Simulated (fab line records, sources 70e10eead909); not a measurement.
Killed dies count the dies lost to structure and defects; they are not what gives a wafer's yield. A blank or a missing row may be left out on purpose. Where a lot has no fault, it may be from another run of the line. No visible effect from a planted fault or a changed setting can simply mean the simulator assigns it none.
fab line records    flow nand-harc
record lots=7  wafers=19  last-day=33
route steps=1302 shown A_CONTACT@1072 END@1302
lots untouched by any fault: they come from a run of this same line in which no faults occurred
start-h: start of the lot's first displayed wafer, in hours after the record's first day    wait-h: hours since the lot's step before    " as in the row above    L1.1+2: a row that stands for several wafers    - value missing, or start not given    * or withheld: withheld    < > ~ a bound
route shown NAME@n: NAME is a module with steps in the file, n the number in the route of the first one    usual: the fault-free wafers' mean and standard deviation    same: alike in all rows    chamber/n: place in a boat    sites: the reading at each site    _std_site: standard deviation of those values    _edge_site: mean of outer sites minus mean of inner sites    radius-mm: for every site, how far away it sits from the centre of the wafer    mask NAME#n: copy n    behind: the most recent tool/chamber to have shaped the wafer    hold: reason for holding the lot/hours on hold/outcome of the hold    device: names the non-switching transistor (n, p or np)    end of line: the route-end tests of the same wafers    step lacking rows: just its recipe    killed: dies lost to structure and defects at the first sort, not the wafer's yield    map: per-die view of a wafer (x killed, . not killed, _ where there is no die)
set.NAME: the setting that was run; set.NAME@STEP: the one run at that earlier step    model.NAME: the simulator's own value behind a step, which no gauge read
lots seen at some steps along the route; tables by step, rows by wafer
services: the hour from which a tool's chamber was out of use, counted from the record's first day as start-h (under 0 if before that day), plus the number of hours and why
## steps
# step NHARC_A_CONTACT_COAT_02
# recipe spin-rpm=1500  resist-thk-nm=90
# step NHARC_A_CONTACT_SOFTBAKE_03
# recipe temp-c=105  time-s=55
# step NHARC_A_CONTACT_EBR_04
# step NHARC_A_CONTACT_EXPOSE_05
# recipe na=1.35  sigma-outer=0.8  dose-mj=84.24  mask-id=A_CC
# step NHARC_A_CONTACT_PEB_06
# recipe peb-temp-c=100  peb-time-s=65
# step NHARC_A_CONTACT_DEVELOP_07
# recipe develop-time-s=35  dev-temp-c=23
# step NHARC_A_CONTACT_CD_MEAS_08
# recipe target-cd-nm=200  landing-energy-ev=500
# usual cd-nm=199.7/0.65
lot.wafer  tool       chamber  start-h  wait-h  cd-nm
L229.3     cd-sem-03  0        534.84   -       200.3
L229.5     "          0        "        "       200.3
L229.6     "          0        "        "       200.2
L231.1     cd-sem-01  0        545.95   -       200.1
L231.4     "          0        "        "       199.9
L231.5     "          0        "        "       200.3
L234.2     cd-sem-02  0        596.45   -       199.6
L234.3     "          0        "        "       200.5
L234.4     "          0        "        "       200.7
L238.1     cd-sem-03  0        618.16   -       199.8
L238.4     "          0        "        "       199.8
L239.1     cd-sem-03  0        622.01   -       198.6
L239.4     "          0        "        "       199.1
L242.1     cd-sem-03  0        671.57   -       199.4
L242.4     "          0        "        "       199.4
L242.5     "          0        "        "       199.5
L248.3     cd-sem-03  0        736.45   -       199.2
L248.4     "          0        "        "       198.9
L248.6     "          0        "        "       199.7
# step NHARC_A_CONTACT_OVL_MEAS_09
# usual overlay-x-nm=-0.1/0.87  overlay-y-nm=0.1/0.86
lot.wafer  tool        chamber  start-h  wait-h  overlay-x-nm  overlay-y-nm
L229.3     overlay-01  -        534.92   -       0.3           0.5
L229.5     "           -        "        "       0.2           0.4
L229.6     "           -        "        "       0.4           0.4
L231.1     overlay-01  -        546.04   -       -1.8          0.1
L231.4     "           -        "        "       -1.8          -0.2
L231.5     "           -        "        "       -1.6          0.2
L234.2     overlay-02  -        596.53   -       -0.4          -0.7
L234.3     "           -        "        "       0.1           -0.4
L234.4     "           -        "        "       -0.3          -0.5
L238.1     overlay-02  -        618.25   -       0.2           -0.3
L238.4     "           -        "        "       -0.3          -0.1
L239.1     overlay-02  -        622.10   -       0.6           -0.3
L239.4     "           -        "        "       0.7           -0.4
L242.1     overlay-01  -        671.67   -       0.0           -0.7
L242.4     "           -        "        "       0.1           -0.4
L242.5     "           -        "        "       0.2           -0.8
L248.3     overlay-01  -        736.53   -       -0.2          0.5
L248.4     "           -        "        "       -0.2          -0.3
L248.6     "           -        "        "       -0.4          -0.1
# step NHARC_A_CONTACT_INSPECT_10
# usual raw-defect-count=91/30
lot.wafer  tool               chamber  start-h  wait-h  raw-defect-count
L229.3     defect-inspect-01  -        534.96   0.0     110
L229.5     "                  -        "        "       116
L229.6     "                  -        "        "       100
L231.1     defect-inspect-01  -        546.08   0.0     118
L231.4     "                  -        "        "       109
L231.5     "                  -        "        "       96
L234.2     defect-inspect-02  -        596.57   0.0     105
L234.3     "                  -        "        "       93
L234.4     "                  -        "        "       74
L238.1     defect-inspect-01  -        618.29   0.0     92
L238.4     "                  -        "        "       61
L239.1     defect-inspect-01  -        622.13   0.0     60
L239.4     "                  -        "        "       65
L242.1     defect-inspect-02  -        671.71   0.0     86
L242.4     "                  -        "        "       83
L242.5     "                  -        "        "       89
L248.3     defect-inspect-02  -        736.57   0.0     71
L248.4     "                  -        "        "       70
L248.6     "                  -        "        "       65
# step NHARC_A_CONTACT_DESCUM_13
# recipe time-s=3  o2-flow-sccm=200  ar-flow-sccm=0  bias-power-w=0  chemistry=O2
# usual drypump-motor-current-A=5.5/0.41  oes-product-au=0.999/0.0096  rf-vpp-V=57.8/0.94  showerhead-plenum-p-Torr=1.93/0.096  throttle-valve-pct=11.311/0.009
lot.wafer  tool         chamber  start-h  wait-h  drypump-motor-current-A  oes-product-au  rf-hours-counter-h  rf-vpp-V  showerhead-plenum-p-Torr  throttle-valve-pct
L229.3     rie-diel-02  0        535.02   0.1     5.7                      0.997           21                  57.5      1.98                      11.294
L229.6     "            0        "        "       5.7                      0.994           -                   59.4      1.98                      11.318
L229.5     "            3        "        "       6.1                      0.988           -                   58.1      1.99                      11.309
L231.1     rie-diel-02  3        546.15   0.1     6.0                      0.995           25                  58.7      1.99                      11.307
L231.4     "            0        "        "       5.7                      1.000           23                  57.1      1.98                      11.299
L231.5     "            2        "        "       5.3                      0.999           -                   57.3      1.77                      11.304
L234.3     rie-diel-02  1        596.63   0.1     5.0                      1.010           5                   56.5      1.97                      11.318
L234.4     "            2        "        "       5.3                      1.006           4                   56.1      1.77                      11.319
L234.2     "            3        "        "       6.0                      0.996           1                   57.1      1.99                      11.300
L238.1     rie-diel-02  0        618.36   0.1     5.7                      0.997           9                   58.4      1.98                      11.306
L238.4     "            1        "        "       5.0                      1.014           9                   58.8      1.97                      11.302
L239.4     rie-diel-02  2        622.33   0.2     5.3                      1.001           11                  56.1      1.77                      11.322
L239.1     "            3        "        "       6.1                      0.992           7                   58.7      1.98                      11.304
L242.1     rie-diel-11  0        671.77   0.1     5.7                      1.002           17                  57.4      2.05                      11.314
L242.4     "            1        "        "       5.7                      1.010           15                  57.5      1.82                      11.315
L242.5     "            1        "        "       5.7                      1.003           -                   56.8      1.82                      11.308
L248.3     rie-diel-02  2        736.63   0.1     5.3                      0.997           30                  56.6      1.77                      11.311
L248.4     "            3        "        "       6.1                      0.987           27                  56.5      1.98                      11.317
L248.6     "            2        "        "       5.3                      0.997           -                   57.4      1.76                      11.320
# step NHARC_A_CONTACT_ETCH_88
# recipe target-depth-a=390  over-etch-frac=0.3  time-s=65  ion-energy-ev=80  cf4-flow-sccm=150  ar-flow-sccm=0  rf-w=300  bias-w=100  chemistry=CF4
# usual drypump-motor-current-A=5.5/0.4  oes-product-au=0.999/0.01  rf-vpp-V=151.6/1.4  showerhead-plenum-p-Torr=1.79/0.081  throttle-valve-pct=13.284/0.0084
lot.wafer  tool         chamber  start-h  wait-h  drypump-motor-current-A  oes-product-au  rf-hours-counter-h  rf-vpp-V  showerhead-plenum-p-Torr  throttle-valve-pct
L229.3     rie-diel-02  3        535.14   0.1     6.1                      0.995           23                  152.1     1.83                      13.280
L229.6     "            0        "        "       5.7                      0.999           -                   153.8     1.83                      13.275
L229.5     "            1        "        "       5.0                      1.021           -                   151.5     1.82                      13.297
L231.4     rie-diel-02  3        546.23   0.1     6.1                      0.992           25                  153.1     1.83                      13.286
L231.1     "            0        "        "       5.7                      1.003           23                  153.3     1.83                      13.266
L231.5     "            0        "        "       5.7                      1.000           -                   153.1     1.83                      13.295
L234.3     rie-diel-02  0        596.71   0.1     5.7                      0.998           5                   152.1     1.82                      13.303
L234.4     "            1        "        "       5.0                      1.008           5                   152.1     1.82                      13.271
L234.2     "            3        "        "       6.1                      0.991           1                   151.9     1.83                      13.286
L238.1     rie-diel-02  3        618.44   0.1     6.1                      0.991           7                   151.5     1.83                      13.286
L238.4     "            1        "        "       5.0                      1.014           9                   152.1     1.82                      13.312
L239.1     rie-diel-02  0        622.40   0.1     5.7                      1.010           10                  151.8     1.82                      13.277
L239.4     "            1        "        "       5.0                      1.000           10                  152.3     1.82                      13.293
L242.1     rie-diel-11  2        671.86   0.1     5.8                      1.007           14                  150.6     1.84                      13.285
L242.4     "            0        "        "       5.7                      1.005           17                  153.8     1.89                      13.289
L242.5     "            2        "        "       5.8                      0.996           -                   151.4     1.84                      13.282
L248.4     rie-diel-02  0        736.72   0.1     5.7                      1.004           29                  151.1     1.82                      13.276
L248.3     "            1        "        "       5.0                      0.992           28                  152.4     1.81                      13.274
L248.6     "            0        "        "       5.7                      1.006           -                   151.1     1.82                      13.287
# step NHARC_A_CONTACT_ETCH_89
# recipe target-depth-a=2600  over-etch-frac=0.3  time-s=475.3  ion-energy-ev=200  n2-flow-sccm=150  h2-flow-sccm=150  ar-flow-sccm=0  rf-w=400  bias-w=150  chemistry=N2/H2
# usual drypump-motor-current-A=5.5/0.41  oes-product-au=1.000/0.0097  rf-vpp-V=431.2/2.9  showerhead-plenum-p-Torr=2.06/0.1  throttle-valve-pct=14.172/0.0092
lot.wafer  tool         chamber  start-h  wait-h  drypump-motor-current-A  oes-product-au  rf-hours-counter-h  rf-vpp-V  showerhead-plenum-p-Torr  throttle-valve-pct
L229.3     rie-diel-02  3        -        -       6.1                      0.994           23                  432.6     2.12                      14.163
L229.6     "            1        "        "       5.0                      1.018           -                   433.7     2.11                      14.170
L229.5     "            0        "        "       5.7                      0.985           -                   430.6     2.11                      14.165
L231.4     rie-diel-02  0        -        -       5.7                      0.996           23                  431.2     2.11                      14.169
L231.1     "            2        "        "       5.3                      0.993           25                  426.0     1.89                      14.154
L231.5     "            0        "        "       5.7                      0.998           -                   433.5     2.11                      14.169
L234.2     rie-diel-02  1        -        -       5.0                      1.023           5                   433.6     2.10                      14.173
L234.4     "            3        "        "       6.1                      0.996           1                   434.0     2.12                      14.169
L234.3     "            0        "        "       5.7                      1.012           5                   432.9     2.11                      14.176
L238.4     rie-diel-02  2        -        -       5.3                      1.005           10                  427.2     1.88                      14.172
L238.1     "            0        "        "       5.7                      0.998           9                   433.6     2.11                      14.180
L239.4     rie-diel-02  3        -        -       6.1                      1.013           7                   434.2     2.12                      14.180
L239.1     "            1        "        "       4.9                      1.026           11                  431.2     2.10                      14.171
L242.1     rie-diel-11  3        -        -       5.2                      0.994           16                  432.6     2.15                      14.180
L242.4     "            2        "        "       5.8                      1.008           14                  433.3     2.13                      14.173
L242.5     "            3        "        "       5.2                      0.994           -                   433.1     2.15                      14.155
L248.3     rie-diel-02  2        -        -       5.3                      0.998           30                  425.1     1.88                      14.172
L248.4     "            3        "        "       6.1                      0.991           27                  434.0     2.11                      14.159
L248.6     "            2        "        "       5.3                      0.999           -                   425.6     1.88                      14.176
# step NHARC_A_CONTACT_ETCH_30
# recipe target-depth-a=726  time-s=36.3  cf4-flow-sccm=100  chf3-flow-sccm=30  ar-flow-sccm=0  rf-w=500  bias-w=200  chemistry=CF4/CHF3
# usual drypump-motor-current-A=5.5/0.4  oes-product-au=0.931/0.016  rf-vpp-V=370.9/2.7  showerhead-plenum-p-Torr=1.59/0.075  throttle-valve-pct=16.802/0.0086
lot.wafer  tool         chamber  start-h  wait-h  drypump-motor-current-A  oes-product-au  rf-hours-counter-h  rf-vpp-V  showerhead-plenum-p-Torr  throttle-valve-pct
L229.3     rie-diel-02  1        535.66   -       5.0                      0.947           24                  371.2     1.62                      16.804
L229.6     "            0        "        "       5.7                      0.921           -                   373.2     1.63                      16.799
L229.5     "            1        "        "       5.0                      0.948           -                   372.7     1.62                      16.807
L231.4     rie-diel-02  3        546.67   -       6.1                      0.926           25                  372.7     1.63                      16.816
L231.1     "            0        "        "       5.7                      0.937           23                  372.9     1.63                      16.799
L231.5     "            1        "        "       5.0                      0.949           -                   372.2     1.62                      16.809
L234.2     rie-diel-02  1        597.15   -       5.0                      0.940           5                   372.2     1.62                      16.801
L234.4     "            3        "        "       6.0                      0.809           1                   371.5     1.63                      16.806
L234.3     "            0        "        "       5.7                      0.927           5                   372.4     1.62                      16.805
L238.1     rie-diel-02  0        618.87   -       5.7                      0.816           9                   371.8     1.62                      16.800
L238.4     "            2        "        "       5.3                      0.818           10                  367.8     1.46                      16.804
L239.1     rie-diel-02  0        622.93   -       5.7                      0.815           11                  371.7     1.62                      16.804
L239.4     "            1        "        "       5.0                      0.831           11                  373.0     1.62                      16.811
L242.4     rie-diel-11  1        672.36   -       5.7                      0.921           15                  368.5     1.50                      16.818
L242.1     "            2        "        "       5.8                      0.927           14                  372.9     1.64                      16.800
L242.5     "            3        "        "       5.2                      0.910           -                   374.2     1.65                      16.802
L248.3     rie-diel-02  1        737.16   -       5.0                      0.921           28                  371.2     1.61                      16.809
L248.4     "            2        "        "       5.3                      0.924           30                  367.0     1.46                      16.807
L248.6     "            1        "        "       5.0                      0.921           -                   371.7     1.61                      16.804
# step NHARC_A_CONTACT_ETCH_31
# recipe target-depth-a=28000  over-etch-frac=0.3  time-s=728  ion-energy-ev=150  o2-flow-sccm=400  cos-flow-sccm=20  ar-flow-sccm=0  rf-w=500  bias-w=300  chemistry=O2/COS
# usual drypump-motor-current-A=5.5/0.41  oes-product-au=1.000/0.01  rf-vpp-V=314.6/2.1  showerhead-plenum-p-Torr=3.16/0.14  throttle-valve-pct=28.330/0.0092
lot.wafer  tool         chamber  start-h  wait-h  drypump-motor-current-A  oes-product-au  rf-hours-counter-h  rf-vpp-V  showerhead-plenum-p-Torr  throttle-valve-pct
L229.3     rie-diel-02  3        -        -       6.1                      0.994           23                  317.2     3.24                      28.330
L229.6     "            0        "        "       5.7                      0.997           -                   315.7     3.23                      28.338
L229.5     "            3        "        "       6.1                      0.993           -                   315.1     3.24                      28.322
L231.1     rie-diel-02  1        -        -       5.0                      1.016           26                  315.1     3.21                      28.336
L231.4     "            3        "        "       6.1                      0.991           25                  316.3     3.23                      28.314
L231.5     "            1        "        "       5.0                      1.017           -                   315.1     3.21                      28.338
L234.2     rie-diel-02  1        -        -       5.0                      1.012           5                   315.7     3.21                      28.335
L234.3     "            2        "        "       5.3                      0.998           5                   309.8     2.91                      28.333
L234.4     "            3        "        "       6.1                      0.990           2                   315.0     3.23                      28.322
L238.1     rie-diel-02  0        -        -       5.7                      1.002           10                  315.2     3.22                      28.337
L238.4     "            1        "        "       5.0                      1.020           10                  315.7     3.21                      28.344
L239.4     rie-diel-02  1        -        -       5.0                      1.019           11                  315.0     3.21                      28.328
L239.1     "            2        "        "       5.3                      1.001           11                  310.8     2.90                      28.341
L242.1     rie-diel-11  2        -        -       5.8                      1.001           14                  315.4     3.25                      28.326
L242.4     "            0        "        "       5.7                      0.993           18                  316.2     3.34                      28.346
L242.5     "            3        "        "       5.2                      0.994           -                   318.1     3.28                      28.323
L248.4     rie-diel-02  1        -        -       5.0                      0.987           28                  316.6     3.20                      28.325
L248.3     "            2        "        "       5.3                      1.002           30                  311.5     2.89                      28.325
L248.6     "            0        "        "       5.7                      1.001           -                   316.5     3.21                      28.325
# step NHARC_END_SORT_01
# recipe temp-c=25
# usual killed-at-array=52/17  killed-at-other=0.9/1.2  killed-at-periphery=3.9/2.7  killed-dies=57/16  killed-open=3.3/1.9  killed-short=2.5/1.5
# same gross-dies=677
lot.wafer  tool       chamber  start-h  wait-h  killed-at-array  killed-at-other  killed-at-periphery  killed-dies  killed-open  killed-short
L234.4     prober-01  0        649.51   3.4     73               1                4                    78           7            2
L238.1     prober-01  0        669.75   2.5     84               0                5                    89           3            5
L238.4     prober-01  0        672.13   3.4     67               0                1                    68           5            5
L239.1     prober-02  0        677.50   2.4     53               3                10                   66           2            3
L239.4     prober-02  0        679.89   3.4     47               2                9                    58           2            3
# killed by level:class
L234.4 A_CHANNEL_HOLE_D1:chamber-film-flake=31 A_CONTACT:area-etch=14 A_CHANNEL_HOLE_D2:chamber-film-flake=7 A_STAIRCASE:chamber-film-flake=5 A_CONTACT:chamber-film-flake=4 A_CHANNEL_FILL_D2:chamber-film-flake=3 P_STI:chamber-film-flake=2 P_STI:geometric-particle:open=1
L238.1 A_CHANNEL_HOLE_D1:chamber-film-flake=40 A_CHANNEL_HOLE_D2:chamber-film-flake=21 A_CONTACT:area-etch=11 A_CHANNEL_FILL_D1:geometric-particle:short=3 A_STAIRCASE:chamber-film-flake=3 P_CONTACT:geometric-particle:short=2 A_M1:chamber-film-flake=2 A_CHANNEL_FILL_D2:geometric-particle:open=1
L238.4 A_CHANNEL_HOLE_D1:chamber-film-flake=28 A_CONTACT:area-etch=13 A_CHANNEL_HOLE_D2:chamber-film-flake=5 A_ONON_D2:geometric-particle:open=3 A_M1:chamber-film-flake=3 A_CHANNEL_FILL_D2:geometric-particle:open=2 A_CHANNEL_FILL_D2:geometric-particle:short=2 A_WL_FILL:geometric-particle:short=2
L239.1 A_SLIT:chamber-film-flake=26 A_CONTACT:area-etch=14 P_GATE:chamber-film-flake=6 A_DECK1_JOINT:chamber-film-flake=3 THIN_TSV:chamber-film-flake=3 P_CONTACT:chamber-film-flake=2 A_CHANNEL_HOLE_D2:chamber-film-flake=2 A_STAIRCASE:chamber-film-flake=2
L239.4 A_SLIT:chamber-film-flake=21 A_CONTACT:area-etch=12 P_CONTACT:chamber-film-flake=5 P_GATE:chamber-film-flake=3 A_CHANNEL_HOLE_D1:chamber-film-flake=2 A_CHANNEL_HOLE_D2:chamber-film-flake=2 A_WL_FILL:chamber-film-flake=2 THIN_TSV:chamber-film-flake=2
## services
tool         chamber  start-h  hours  kind
rie-diel-02  0        525.49   -      clean
rie-diel-02  1        525.49   -      clean
rie-diel-02  2        525.49   -      clean
rie-diel-02  3        525.49   -      clean
rie-diel-02  0        549.99   -      clean
rie-diel-02  1        549.99   -      clean
rie-diel-02  2        549.99   -      clean
rie-diel-02  3        549.99   -      clean
rie-diel-02  3        551.85   5.3    repair
rie-diel-11  1        555.45   7.7    repair
rie-diel-02  -        557.88   4.4    repair
rie-diel-11  0        560.67   3.8    repair
rie-diel-02  -        570.94   9.0    pm
rie-diel-02  0        570.94   9.0    vent-cycle
rie-diel-02  1        570.94   9.0    vent-cycle
rie-diel-02  2        570.94   9.0    vent-cycle
rie-diel-02  3        570.94   17.7   vent-cycle
rie-diel-02  0        579.94   -      clean
rie-diel-02  1        579.94   -      clean
rie-diel-02  2        579.94   -      clean
rie-diel-02  0        605.06   -      clean
rie-diel-02  1        605.06   -      clean
rie-diel-02  2        605.06   -      clean
rie-diel-11  -        613.41   9.0    pm
## key
first-sign step=NHARC_A_CONTACT_ETCH_30  reading=oes-product-au  direction=down  sigmas=6.9  usual=0.931  struck=0.818
effect none on later readings
met-at NHARC_A_CONTACT_ETCH_30
struck-wafers L234.4,L238.1,L238.4,L239.1,L239.4
tester-left-out L234,L238,L239
onset-between 546.67 597.15
fault kind=process-parameter-drift  tool=rie-diel-02  chamber=-  onset-h=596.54  steps=NHARC_A_CONTACT_ETCH_30  channel=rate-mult  offset=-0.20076  shape=step  end-h=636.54  scope=struck-wafers-only
# tester-left-out: of these lots the tester's yield and bins aren't shown, on N5 and GAA mostly nor the transistor test; their killed dies are dies lost to structure and defects alone, not to doping, threshold or leakage, so they don't give the yield
